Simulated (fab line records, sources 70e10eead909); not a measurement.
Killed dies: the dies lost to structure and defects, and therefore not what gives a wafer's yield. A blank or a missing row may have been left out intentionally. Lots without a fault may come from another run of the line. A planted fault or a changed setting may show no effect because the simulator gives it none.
fab line records	flow nandHarc
record: lots: 24	wafers: 72	lastDay: 33
route steps=1302 shown A_CONTACT@1048 A_BLC@1120
lots untouched by any fault: they come from a run of this same line in which no faults occurred
startH: hours from the record's first day to the start of the lot's first wafer shown	waitH: hours since the lot's step before	" the same as in the row above	L1.1+2: several wafers, shown together as one row	- no value, or no start given	* or withheld: withheld	< > ~ a bound
route shown NAME@n: names a module that has steps shown in the file, with the first one's number in the route	usual: mean/standard deviation of fault-free wafers	same: alike in all rows	chamber/n: place in a boat	sites: per-site readings	_std_site: their standard deviation	_edge_site: the outer-site mean with the inner-site mean subtracted	radiusMm: for every site, how far away it sits from the centre of the wafer	mask NAME#n: copy n	behind: the most recent tool/chamber to have shaped the wafer	hold: why the lot went on hold/how many hours it stayed there/how the hold came to an end	device: which transistor (n, p or np) failed to switch	end of line: the tests these same wafers got at the end of their route	a step without rows: its recipe alone	killed: dies lost to structure and defects at the first sort, not the wafer's yield	map: a wafer's dies, marking killed ones x, the rest . and places with no die _
set.NAME: the setting as run; set.NAME@STEP: as run at that earlier step	model.NAME: the simulator's own value behind a step, which no gauge read
a sample of lots followed through the steps of the route, with each step as a table and each wafer as a row
services: from which hour (startH, from the record's first day; less than 0 if before it) a tool's chamber was out of use, for how many hours, and why
== steps ==
step: NHARC_A_CONTACT_ETCH_125
recipe: sourceW: withheld	pressureMtorr: 20	biasV: 3000	timeS: 197	targetDepthA: 19180	arFlowSccm: withheld	c4f8FlowSccm: withheld	o2FlowSccm: withheld	chemistry: C4F8/O2/Ar
lot.wafer	tool	chamber	startH	waitH	rfHoursCounterH
L074.2	harCapEtch-03	0	503.98	0.2	40
L074.4	"	1	"	"	-
L074.5	"	1	"	"	-
L075.2	harCapEtch-02	1	504.31	0.2	85
L075.3	"	0	"	"	-
L075.6	"	0	"	"	-
L076.1	harCapEtch-01	1	520.85	0.2	0
L076.2	"	0	"	"	0
L076.3	"	0	"	"	-
L077.1	harCapEtch-03	1	538.76	0.2	48
L077.2	"	0	"	"	48
L077.5	"	0	"	"	-
L078.3	harCapEtch-01	1	546.12	0.2	-
L078.4	"	0	"	"	-
L078.6	"	1	"	"	-
L080.1	harCapEtch-01	0	552.51	0.2	6
L080.3	"	1	"	"	-
L080.5	"	1	"	"	-
L079.1	harCapEtch-03	1	557.41	0.2	52
L079.3	"	1	"	"	-
L079.4	"	0	"	"	-
L081.3	harCapEtch-03	1	585.08	0.2	-
L081.5	"	1	"	"	-
L081.6	"	0	"	"	-
L083.2	harCapEtch-01	0	585.92	0.2	11
L083.4	"	0	"	"	-
L083.3	"	1	"	"	-
L082.4	harCapEtch-02	0	589.06	0.2	-
L082.3	"	1	"	"	-
L082.6	"	0	"	"	-
L085.1	harCapEtch-03	0	615.11	0.2	62
L085.4	"	0	"	"	-
L085.6	"	0	"	"	-
L084.1	harCapEtch-01	0	615.78	0.2	17
L084.5	"	1	"	"	-
L084.6	"	0	"	"	-
L086.4	harCapEtch-03	1	627.63	0.2	-
L086.3	"	0	"	"	-
L086.6	"	0	"	"	-
L087.3	harCapEtch-02	0	634.89	0.2	-
L087.4	"	1	"	"	-
L087.6	"	0	"	"	-
L088.2	harCapEtch-01	0	644.28	0.2	22
L088.3	"	1	"	"	-
L088.5	"	1	"	"	-
L089.3	harCapEtch-02	1	646.11	0.2	-
L089.6	"	0	"	"	-
L089.5	"	1	"	"	-
L091.2	harCapEtch-01	0	670.22	0.2	25
L091.5	"	1	"	"	-
L091.6	"	0	"	"	-
L090.2	harCapEtch-02	1	675.89	0.2	116
L090.6	"	0	"	"	-
L090.5	"	1	"	"	-
L092.2	harCapEtch-02	1	695.35	0.2	119
L092.4	"	1	"	"	-
L092.5	"	1	"	"	-
L093.2	harCapEtch-01	1	701.60	0.2	29
L093.1	"	0	"	"	29
L093.5	"	0	"	"	-
L096.2	harCapEtch-01	1	716.85	0.2	34
L096.1	"	0	"	"	34
L096.4	"	0	"	"	-
L095.4	harCapEtch-03	0	717.86	0.2	-
L095.5	"	1	"	"	-
L095.6	"	0	"	"	-
L097.1	harCapEtch-02	0	720.71	0.2	125
L097.3	"	0	"	"	-
L097.5	"	0	"	"	-
L094.1	harCapEtch-03	0	725.73	0.2	82
L094.3	"	1	"	"	-
L094.5	"	0	"	"	-
step: NHARC_A_CONTACT_DEP_84
recipe: targetThkA: 28000	tempC: 400	material: aC
usual: susceptorTempC: 400.00/0.25	throttleValvePct: 35.000/0.0089
lot.wafer	tool	chamber	startH	waitH	susceptorTempC	throttleValvePct
L074.2	aclDep-02	0	509.71	-	-	35.003
L074.4	"	0	"	"	-	34.993
L074.5	"	0	"	"	-	35.020
L075.2	aclDep-01	0	509.90	-	399.61	35.013
L075.3	"	0	"	"	399.98	35.007
L075.6	"	0	"	"	399.55	34.990
L076.1	aclDep-01	0	524.97	-	400.11	35.000
L076.2	"	0	"	"	400.11	34.999
L076.3	"	0	"	"	400.09	34.982
L077.1	aclDep-01	0	543.33	-	400.08	34.988
L077.2	"	0	"	"	399.68	35.004
L077.5	"	0	"	"	399.60	35.010
L078.3	aclDep-01	0	550.00	-	400.30	35.016
L078.4	"	0	"	"	400.06	35.003
L078.6	"	0	"	"	400.02	35.004
L080.1	aclDep-03	0	555.84	-	-	34.997
L080.3	"	0	"	"	-	34.992
L080.5	"	0	"	"	-	35.004
L079.1	aclDep-03	0	565.06	-	-	34.991
L079.3	"	0	"	"	-	34.993
L079.4	"	0	"	"	-	34.999
L083.2	aclDep-02	0	590.80	-	400.16	34.996
L083.3	"	0	"	"	400.09	34.980
L083.4	"	0	"	"	400.33	34.999
L081.3	aclDep-01	0	590.91	-	400.03	35.001
L081.5	"	0	"	"	399.64	35.007
L081.6	"	0	"	"	399.81	35.001
L082.3	aclDep-02	0	592.96	-	400.02	35.003
L082.4	"	0	"	"	399.72	35.015
L082.6	"	0	"	"	400.15	35.000
L085.1	aclDep-02	0	625.56	-	399.86	35.006
L085.4	"	0	"	"	399.74	35.010
L085.6	"	0	"	"	399.50	34.990
L084.1	aclDep-03	0	625.67	-	400.17	34.991
L084.5	"	0	626.81	-	399.96	34.986
L084.6	"	0	"	"	400.27	35.002
L086.3	aclDep-02	0	633.96	-	400.17	34.985
L086.4	"	0	"	"	400.49	34.997
L086.6	"	0	"	"	400.39	35.004
L087.3	aclDep-02	0	638.82	-	-	34.997
L087.4	"	0	"	"	-	35.024
L087.6	"	0	"	"	-	34.999
L088.2	aclDep-01	0	648.36	-	-	34.992
L088.3	"	0	"	"	-	34.985
L088.5	"	0	"	"	-	34.995
L089.3	aclDep-02	0	649.95	-	-	35.007
L089.5	"	0	"	"	-	35.003
L089.6	"	0	"	"	-	34.990
L091.2	aclDep-01	0	675.84	-	399.74	35.001
L091.5	"	0	"	"	399.71	35.006
L091.6	"	0	"	"	399.61	35.004
L090.2	aclDep-02	0	682.71	-	399.72	35.006
L090.5	"	0	"	"	400.03	34.991
L090.6	"	0	"	"	399.68	35.000
L092.2	aclDep-03	0	702.15	-	399.78	34.994
L092.4	"	0	"	"	400.30	34.991
L092.5	"	0	"	"	399.75	35.003
L093.1	aclDep-03	0	705.94	-	400.06	34.989
L093.2	"	0	"	"	399.75	35.016
L093.5	"	0	"	"	399.74	34.994
L096.1	aclDep-03	0	720.22	-	-	34.984
L096.2	"	0	"	"	-	34.974
L096.4	"	0	"	"	-	35.002
L095.4	aclDep-02	0	722.00	-	399.99	34.999
L095.5	"	0	"	"	400.29	34.995
L095.6	"	0	"	"	400.35	35.006
L097.1	aclDep-02	0	726.33	-	400.28	35.016
L097.3	"	0	"	"	400.23	34.986
L097.5	"	0	"	"	400.30	35.018
L094.1	aclDep-02	0	729.33	-	400.20	34.995
L094.3	"	0	"	"	400.11	35.001
L094.5	"	0	"	"	399.86	35.001
step: NHARC_A_CONTACT_ETCH_138
recipe: sourceW: withheld	pressureMtorr: 20	biasV: 1200	timeS: 311	targetDepthA: 19140	arFlowSccm: withheld	c4f8FlowSccm: withheld	o2FlowSccm: withheld	chemistry: C4F8/O2/Ar
lot.wafer	tool	chamber	startH	waitH	rfHoursCounterH
L074.2	harCapEtch-03	1	514.25	0.2	45
L074.4	"	1	"	"	-
L074.5	"	0	"	"	-
L075.2	harCapEtch-02	1	514.45	0.2	89
L075.3	"	0	"	"	-
L075.6	"	1	"	"	-
L076.2	harCapEtch-02	1	529.77	0.2	90
L076.1	"	0	"	"	90
L076.3	"	1	"	"	-
L077.2	harCapEtch-02	0	548.29	0.2	94
L077.1	"	1	"	"	94
L077.5	"	0	"	"	-
L078.4	harCapEtch-02	0	554.28	0.2	-
L078.3	"	1	"	"	-
L078.6	"	1	"	"	-
L080.1	harCapEtch-01	1	560.59	0.2	9
L080.3	"	1	"	"	-
L080.5	"	1	"	"	-
L079.1	harCapEtch-02	1	569.88	0.2	97
L079.4	"	0	"	"	-
L079.3	"	1	"	"	-
L081.3	harCapEtch-03	1	595.22	0.2	-
L081.5	"	1	"	"	-
L081.6	"	0	"	"	-
L083.2	harCapEtch-01	0	595.37	0.2	14
L083.3	"	1	"	"	-
L083.4	"	0	"	"	-
L082.4	harCapEtch-02	1	597.14	0.2	-
L082.3	"	0	"	"	-
L082.6	"	1	"	"	-
L084.1	harCapEtch-01	1	630.52	0.2	19
L084.6	"	1	"	"	-
L084.5	"	0	"	"	-
L085.1	harCapEtch-02	1	630.64	0.2	108
L085.4	"	0	"	"	-
L085.6	"	0	"	"	-
L086.3	harCapEtch-02	0	638.30	0.2	-
L086.4	"	1	"	"	-
L086.6	"	0	"	"	-
L087.3	harCapEtch-03	1	643.12	0.2	-
L087.4	"	0	"	"	-
L087.6	"	1	"	"	-
L088.2	harCapEtch-03	0	652.85	0.2	70
L088.3	"	1	"	"	-
L088.5	"	0	"	"	-
L089.3	harCapEtch-01	1	654.20	0.2	-
L089.5	"	1	"	"	-
L089.6	"	0	"	"	-
L091.2	harCapEtch-03	0	680.40	0.2	73
L091.6	"	1	"	"	-
L091.5	"	0	"	"	-
L090.2	harCapEtch-02	0	687.25	0.2	118
L090.5	"	0	"	"	-
L090.6	"	1	"	"	-
L092.2	harCapEtch-01	0	706.95	0.2	32
L092.4	"	0	"	"	-
L092.5	"	1	"	"	-
L093.2	harCapEtch-01	0	710.74	0.2	33
L093.1	"	1	"	"	33
L093.5	"	0	"	"	-
L096.1	harCapEtch-01	0	725.06	0.2	36
L096.2	"	1	"	"	36
L096.4	"	1	"	"	-
L095.4	harCapEtch-02	1	726.93	0.2	-
L095.5	"	0	"	"	-
L095.6	"	1	"	"	-
L097.1	harCapEtch-01	0	731.46	0.3	38
L097.3	"	1	"	"	-
L097.5	"	1	"	"	-
L094.1	harCapEtch-03	0	734.14	0.2	85
L094.3	"	0	"	"	-
L094.5	"	0	"	"	-
step: NHARC_A_CONTACT_ETCH_92
recipe: targetDepthA: 400	overEtchFrac: 0.5	timeS: 85.7	ionEnergyEv: 120	ch3fFlowSccm: 50	o2FlowSccm: 30	arFlowSccm: 200	rfW: 500	biasW: 100	chemistry: CH3F/O2
usual: drypumpMotorCurrentA: 5.8/0.5	oesProductAu: 0.935/0.025	rfVppV: 244.3/1.5	showerheadPlenumPTorr: 2.46/0.094	throttleValvePct: 20.664/0.0097
lot.wafer	tool	chamber	startH	waitH	drypumpMotorCurrentA	oesProductAu	rfHoursCounterH	rfVppV	showerheadPlenumPTorr	throttleValvePct
L074.2	rieDiel-11	1	515.03	0.5	5.5	0.929	15	245.3	2.48	20.654
L074.4	"	3	"	"	6.6	0.922	12	241.7	2.32	20.656
L074.5	"	2	"	"	5.4	0.925	-	244.1	2.50	20.671
L075.3	rieDiel-11	3	515.24	0.4	6.6	0.998	12	242.1	2.32	20.672
L075.2	"	1	"	"	5.5	1.000	15	245.6	2.48	20.655
L075.6	"	0	"	"	5.2	1.002	-	246.0	2.55	20.650
L076.2	rieDiel-08	2	530.60	0.5	6.2	0.927	54	244.0	2.48	20.679
L076.3	"	3	"	"	6.1	0.917	53	246.3	2.59	20.661
L076.1	"	1	"	"	5.7	0.918	48	242.6	2.38	20.657
L077.1	rieDiel-03	3	549.11	0.5	6.2	0.931	26	247.0	2.60	20.665
L077.2	"	0	"	"	5.7	0.922	33	242.3	2.38	20.647
L077.5	"	3	"	"	6.2	0.925	-	246.8	2.60	20.669
L078.4	rieDiel-08	1	555.05	0.5	5.7	0.994	0	241.7	2.38	20.664
L078.3	"	2	"	"	6.2	1.008	0	245.9	2.47	20.664
L078.6	"	0	"	"	6.4	0.998	-	242.4	2.39	20.656
L080.3	rieDiel-03	3	561.41	0.4	6.2	0.923	33	246.1	2.60	20.675
L080.1	"	0	"	"	5.7	0.932	40	243.2	2.37	20.649
L080.5	"	0	"	"	5.7	0.927	-	245.2	2.37	20.658
L079.1	rieDiel-11	3	570.66	0.5	6.5	0.940	21	241.9	2.32	20.660
L079.3	"	0	"	"	5.2	0.947	23	246.0	2.55	20.682
L079.4	"	1	"	"	5.5	0.931	25	243.8	2.48	20.659
L081.3	rieDiel-11	3	595.96	0.4	6.5	0.927	26	242.2	2.31	20.671
L081.5	"	3	"	"	6.6	0.919	-	242.0	2.31	20.650
L081.6	"	0	"	"	5.2	0.938	-	245.7	2.55	20.661
L083.4	rieDiel-08	0	596.32	0.4	6.4	0.932	12	244.6	2.38	20.671
L083.2	"	1	"	"	5.6	0.927	13	244.1	2.37	20.667
L083.3	"	3	"	"	6.0	0.931	12	244.9	2.58	20.667
L082.3	rieDiel-03	2	597.88	0.4	6.4	0.928	40	242.6	2.34	20.685
L082.4	"	1	"	"	5.6	0.923	44	243.0	2.52	20.661
L082.6	"	3	"	"	6.2	0.925	-	246.9	2.59	20.645
L084.1	rieDiel-03	0	631.39	0.5	5.7	0.923	61	242.2	2.37	20.657
L084.5	"	3	"	"	6.2	0.925	-	248.1	2.59	20.655
L084.6	"	0	"	"	5.7	0.918	-	243.5	2.37	20.654
L085.1	rieDiel-11	3	631.43	0.5	6.5	0.999	1	242.8	2.31	20.660
L085.4	"	1	"	"	5.4	1.000	2	243.7	2.48	20.658
L085.6	"	3	"	"	6.5	0.997	-	241.5	2.31	20.664
L086.3	rieDiel-11	0	639.06	0.4	5.2	0.914	3	246.2	2.55	20.644
L086.4	"	1	"	"	5.5	0.913	4	244.8	2.48	20.648
L086.6	"	3	"	"	6.5	0.926	-	240.8	2.31	20.660
L087.4	rieDiel-11	0	644.20	0.7	5.2	0.927	5	245.7	2.55	20.678
L087.3	"	3	"	"	6.6	0.928	5	242.1	2.31	20.660
L087.6	"	0	"	"	5.2	0.911	-	244.7	2.55	20.655
L088.2	rieDiel-11	0	653.68	0.5	5.2	0.929	7	245.1	2.54	20.671
L088.3	"	3	"	"	6.5	0.930	7	242.0	2.31	20.660
L088.5	"	0	"	"	5.2	0.931	-	245.3	2.55	20.660
L089.3	rieDiel-11	3	654.97	0.5	6.5	0.922	7	242.3	2.31	20.663
L089.5	"	1	"	"	5.5	0.923	-	244.8	2.47	20.661
L089.6	"	2	"	"	5.5	0.923	-	244.1	2.49	20.665
L091.2	rieDiel-11	1	681.20	0.5	5.5	0.928	10	244.0	2.47	20.678
L091.5	"	0	"	"	5.2	0.925	-	244.2	2.54	20.663
L091.6	"	1	"	"	5.5	0.921	-	246.2	2.47	20.661
L090.2	rieDiel-03	0	688.09	0.5	5.7	0.950	12	243.5	2.36	20.678
L090.6	"	0	"	"	5.7	0.938	-	243.9	2.36	20.670
L090.5	"	1	"	"	5.6	0.929	-	244.5	2.51	20.654
L092.2	rieDiel-08	0	707.80	0.5	6.4	0.935	47	243.8	2.37	20.672
L092.4	"	1	"	"	5.7	0.917	51	243.3	2.36	20.651
L092.5	"	0	"	"	6.4	0.923	-	243.1	2.37	20.676
L093.2	rieDiel-11	1	711.60	0.5	5.5	0.927	16	244.5	2.47	20.631
L093.1	"	2	"	"	5.4	0.937	17	245.6	2.48	20.674
L093.5	"	3	"	"	6.5	0.934	-	242.1	2.31	20.671
L096.2	rieDiel-11	3	726.00	0.5	6.6	0.926	17	241.9	2.31	20.659
L096.1	"	0	"	"	5.2	0.912	18	245.3	2.54	20.683
L096.4	"	2	"	"	5.4	0.922	21	243.8	2.48	20.671
L095.4	rieDiel-11	3	727.67	0.4	6.6	0.917	17	242.4	2.31	20.663
L095.5	"	0	"	"	5.2	0.919	-	245.2	2.54	20.658
L095.6	"	1	"	"	5.5	0.913	-	243.4	2.47	20.652
L097.1	rieDiel-11	2	732.48	0.6	5.4	0.931	23	243.6	2.48	20.661
L097.3	"	3	"	"	6.6	0.927	19	242.3	2.31	20.673
L097.5	"	1	"	"	5.4	0.922	-	245.2	2.47	20.666
L094.1	rieDiel-11	3	734.94	0.5	6.5	0.934	20	242.8	2.30	20.660
L094.3	"	1	"	"	5.4	0.913	22	243.7	2.47	20.663
L094.5	"	2	"	"	5.4	0.926	-	245.7	2.48	20.652
step: NHARC_A_BLC_DESCUM_15
recipe: timeS: 3	o2FlowSccm: 200	arFlowSccm: 0	biasPowerW: 0	chemistry: O2
usual: drypumpMotorCurrentA: 5.59/0.23	oesProductAu: 1.002/0.0074	rfVppV: 57.9/0.91	showerheadPlenumPTorr: 1.93/0.1	throttleValvePct: 11.312/0.009
lot.wafer	tool	chamber	startH	waitH	drypumpMotorCurrentA	oesProductAu	rfHoursCounterH	rfVppV	showerheadPlenumPTorr	throttleValvePct
L074.4	rieDiel-02	1	518.29	0.1	5.48	1.000	34	58.0	2.03	11.301
L074.2	"	0	"	"	5.90	0.999	40	57.1	1.86	11.336
L074.5	"	1	"	"	5.46	0.999	-	56.7	2.03	11.315
L075.2	rieDiel-10	1	519.17	0.1	5.70	1.008	6	57.6	1.90	11.319
L075.3	"	3	"	"	5.35	1.009	6	57.9	1.84	11.305
L075.6	"	1	"	"	5.72	1.002	-	58.7	1.90	11.312
L076.1	rieDiel-06	2	533.99	0.1	5.65	1.003	1	58.5	2.06	11.321
L076.2	"	0	"	"	5.45	1.004	2	58.5	2.04	11.317
L076.3	"	1	"	"	5.32	0.993	1	56.6	1.80	11.313
L077.1	rieDiel-10	0	552.46	0.1	5.63	0.996	9	57.7	1.99	11.316
L077.2	"	1	"	"	5.69	1.002	8	58.7	1.89	11.314
L077.5	"	0	"	"	5.66	0.996	-	57.1	1.99	11.329
L078.4	rieDiel-06	2	558.37	0.1	5.66	1.005	3	58.8	2.06	11.321
L078.3	"	3	"	"	5.82	1.001	3	57.8	1.81	11.313
L078.6	"	2	"	"	5.62	1.010	-	59.9	2.06	11.306
L080.3	rieDiel-10	1	564.79	0.1	5.71	1.011	10	57.7	1.89	11.316
L080.1	"	2	"	"	5.54	1.000	11	57.1	2.04	11.322
L080.5	"	3	"	"	5.35	1.019	-	58.0	1.84	11.313
L079.1	rieDiel-06	2	574.08	0.1	5.67	0.999	4	57.0	2.06	11.305
L079.4	"	3	"	"	5.84	0.998	4	58.2	1.81	11.322
L079.3	"	0	"	"	5.46	1.009	4	59.0	2.04	11.326
L081.3	rieDiel-06	3	599.30	0.1	5.80	1.012	5	57.1	1.81	11.300
L081.6	"	3	"	"	5.79	0.997	-	57.7	1.81	11.315
L081.5	"	0	"	"	5.47	1.007	-	58.8	2.04	11.311
L083.3	rieDiel-06	0	599.74	0.1	5.45	1.012	5	58.6	2.04	11.320
L083.4	"	2	"	"	5.65	1.016	5	57.7	2.06	11.321
L083.2	"	3	"	"	5.79	1.003	5	58.5	1.81	11.312
L082.4	rieDiel-06	2	601.22	0.1	5.62	1.011	6	57.6	2.06	11.312
L082.3	"	1	"	"	5.29	1.000	6	56.2	1.80	11.311
L082.6	"	3	"	"	5.80	0.999	-	57.3	1.81	11.301
L085.1	rieDiel-06	1	634.76	0.1	5.31	0.997	8	57.3	1.80	11.305
L085.4	"	0	"	"	5.44	0.992	8	58.0	2.04	11.312
L085.6	"	1	"	"	5.31	0.996	-	57.5	1.80	11.313
L084.1	rieDiel-10	3	635.51	0.1	5.33	1.012	2	56.6	1.84	11.308
L084.6	"	3	"	"	5.33	1.008	-	57.8	1.84	11.329
L084.5	"	1	"	"	5.71	1.009	-	58.3	1.89	11.321
L086.3	rieDiel-06	2	642.26	0.1	5.65	0.998	8	57.8	2.05	11.316
L086.4	"	0	"	"	5.46	0.997	8	57.3	2.04	11.328
L086.6	"	3	"	"	5.80	0.995	-	57.1	1.81	11.316
L087.4	rieDiel-10	3	648.29	0.1	5.35	1.003	4	57.3	1.84	11.308
L087.3	"	0	"	"	5.61	1.006	4	58.4	1.99	11.317
L087.6	"	0	"	"	5.62	0.992	-	58.6	1.99	11.312
L088.2	rieDiel-02	3	656.94	0.1	5.84	0.986	24	57.6	2.07	11.292
L088.3	"	1	"	"	5.45	0.988	21	58.9	2.02	11.307
L088.5	"	0	"	"	5.88	0.999	-	56.5	1.84	11.307
L089.3	rieDiel-06	2	658.15	0.1	5.63	0.994	10	58.2	2.05	11.319
L089.5	"	2	"	"	5.68	1.006	-	59.7	2.05	11.312
L089.6	"	3	"	"	5.82	1.000	-	58.1	1.81	11.309
L091.2	rieDiel-06	3	684.55	0.1	5.80	1.005	1	58.1	1.80	11.302
L091.6	"	2	"	"	5.62	0.986	-	58.7	2.05	11.308
L091.5	"	3	"	"	5.80	1.001	-	57.8	1.80	11.297
L090.2	rieDiel-10	0	691.47	0.1	5.63	1.015	8	58.3	1.99	11.313
L090.5	"	3	"	"	5.36	1.006	-	58.6	1.84	11.304
L090.6	"	0	"	"	5.65	1.014	-	57.7	1.99	11.325
L092.2	rieDiel-10	1	711.13	0.1	5.70	0.986	9	58.1	1.89	11.307
L092.4	"	2	"	"	5.52	0.986	7	58.3	2.04	11.302
L092.5	"	1	"	"	5.71	0.989	-	58.1	1.89	11.312
L093.2	rieDiel-06	1	714.82	0.1	5.30	0.995	1	57.4	1.80	11.308
L093.1	"	2	"	"	5.62	1.002	2	57.3	2.05	11.315
L093.5	"	1	"	"	5.29	0.999	-	56.4	1.80	11.317
L096.1	rieDiel-10	1	729.33	0.1	5.70	1.000	11	59.1	1.89	11.303
L096.2	"	2	"	"	5.57	0.999	9	58.3	2.04	11.316
L096.4	"	3	"	"	5.34	0.994	11	56.8	1.84	11.297
L095.4	rieDiel-10	2	731.03	0.1	5.56	1.000	10	58.1	2.04	11.302
L095.6	"	3	"	"	5.35	0.996	-	58.2	1.84	11.315
L095.5	"	0	"	"	5.67	1.005	-	58.6	1.99	11.317
L097.3	rieDiel-10	2	736.07	0.1	5.53	1.010	10	57.2	2.04	11.305
L097.1	"	1	"	"	5.72	1.005	12	57.9	1.89	11.320
L097.5	"	3	"	"	5.33	1.005	-	58.2	1.84	11.317
L094.1	rieDiel-06	2	738.16	0.1	5.59	1.000	4	58.2	2.05	11.313
L094.3	"	3	"	"	5.84	1.004	3	58.2	1.80	11.312
L094.5	"	2	"	"	5.58	1.000	-	58.4	2.05	11.301
step: NHARC_A_BLC_ETCH_18
recipe: targetDepthA: 9100	c4f8FlowSccm: 20	o2FlowSccm: 10	arFlowSccm: withheld	rfW: 600	biasW: 1500	chemistry: C4F8/O2/Ar
usual: oesProductAu: 0.950/0.021	rfVppV: 979/7.2
lot.wafer	tool	chamber	startH	waitH	oesProductAu	rfHoursCounterH	rfVppV
L074.4	rieDiel-02	2	-	-	0.921	24	982
L074.2	"	0	"	"	0.927	40	975
L074.5	"	2	"	"	0.918	-	982
L075.3	rieDiel-10	0	-	-	0.927	7	984
L075.2	"	2	"	"	0.937	6	986
L075.6	"	0	"	"	0.935	-	984
L076.1	rieDiel-06	0	-	-	0.961	2	988
L076.2	"	1	"	"	0.950	2	970
L076.3	"	2	"	"	0.961	2	989
L077.2	rieDiel-10	2	-	-	0.946	10	986
L077.1	"	0	"	"	0.943	10	985
L077.5	"	1	"	"	0.936	-	978
L078.3	rieDiel-06	3	-	-	0.959	4	972
L078.4	"	1	"	"	0.972	3	970
L078.6	"	2	"	"	0.961	-	989
L080.3	rieDiel-10	2	-	-	0.984	11	987
L080.1	"	3	"	"	0.975	11	973
L080.5	"	3	"	"	0.971	-	972
L079.1	rieDiel-06	1	-	-	0.935	4	971
L079.4	"	2	"	"	0.939	4	988
L079.3	"	3	"	"	0.926	5	971
L081.3	rieDiel-06	0	-	-	0.924	5	988
L081.5	"	0	"	"	0.920	-	987
L081.6	"	1	"	"	0.927	-	970
L083.3	rieDiel-06	2	-	-	0.970	6	988
L083.2	"	3	"	"	0.962	6	971
L083.4	"	1	"	"	0.959	6	970
L082.4	rieDiel-06	3	-	-	0.932	6	972
L082.3	"	1	"	"	0.935	6	971
L082.6	"	3	"	"	0.925	-	970
L085.1	rieDiel-06	2	-	-	0.937	8	988
L085.4	"	0	"	"	0.971	8	986
L085.6	"	2	"	"	0.932	-	987
L084.1	rieDiel-10	0	-	-	0.969	3	984
L084.6	"	3	"	"	0.972	-	974
L084.5	"	1	"	"	0.969	-	974
L086.3	rieDiel-06	0	-	-	0.928	8	987
L086.4	"	2	"	"	0.947	9	987
L086.6	"	0	"	"	0.931	-	988
L087.3	rieDiel-10	0	-	-	0.963	4	984
L087.4	"	1	"	"	0.976	4	977
L087.6	"	0	"	"	0.962	-	984
L088.3	rieDiel-02	3	-	-	0.947	24	989
L088.2	"	1	"	"	0.971	22	986
L088.5	"	0	"	"	0.965	-	974
L089.3	rieDiel-06	0	-	-	0.933	10	986
L089.5	"	1	"	"	0.928	-	971
L089.6	"	2	"	"	0.937	-	987
L091.2	rieDiel-06	2	-	-	0.961	1	987
L091.6	"	2	"	"	0.962	-	988
L091.5	"	3	"	"	0.976	-	970
L090.2	rieDiel-10	2	-	-	0.922	6	986
L090.5	"	0	"	"	0.917	-	984
L090.6	"	1	"	"	0.916	-	975
L092.4	rieDiel-10	2	-	-	0.955	7	987
L092.2	"	1	"	"	0.952	9	977
L092.5	"	2	"	"	0.956	-	989
L093.2	rieDiel-06	3	-	-	0.968	2	970
L093.1	"	0	"	"	0.955	1	987
L093.5	"	1	"	"	0.965	-	971
L096.1	rieDiel-10	1	-	-	0.923	11	976
L096.2	"	3	"	"	0.922	11	973
L096.4	"	0	"	"	0.921	11	983
L095.4	rieDiel-10	1	-	-	0.975	12	975
L095.6	"	3	"	"	0.963	-	972
L095.5	"	0	"	"	0.948	-	984
L097.3	rieDiel-10	0	-	-	0.975	12	984
L097.1	"	2	"	"	0.965	11	986
L097.5	"	0	"	"	0.980	-	985
L094.3	rieDiel-06	0	-	-	0.979	3	986
L094.1	"	2	"	"	0.961	5	987
L094.5	"	3	"	"	0.969	-	971
== services ==
tool	chamber	startH	hours	kind
rieDiel-10	1	480.53	8.6	repair
rieDiel-10	0	481.35	3.4	repair
rieDiel-06	-	484.20	9.0	pm
aclDep-03	-	485.00	13.0	pm
harCapEtch-01	-	497.00	17.0	pm
rieDiel-06	-	511.52	1.0	repair
aclDep-01	-	512.51	1.4	repair
aclDep-03	-	518.10	0.4	repair
rieDiel-06	3	531.93	3.5	repair
harCapEtch-02	-	533.87	0.6	repair
rieDiel-10	1	544.53	6.9	repair
rieDiel-06	0	553.56	3.6	repair
aclDep-01	-	554.34	13.0	pm
aclDep-03	-	579.38	4.1	repair
rieDiel-10	-	596.92	9.0	pm
rieDiel-11	-	610.48	9.0	pm
aclDep-02	-	612.56	13.0	pm
rieDiel-10	2	634.53	4.5	repair
harCapEtch-03	-	653.46	0.8	repair
rieDiel-11	3	660.23	4.5	repair
rieDiel-06	-	661.20	9.0	pm
aclDep-03	-	667.72	13.0	pm
rieDiel-11	1	672.14	4.0	repair
aclDep-01	-	735.98	13.0	pm
== key ==
fault none
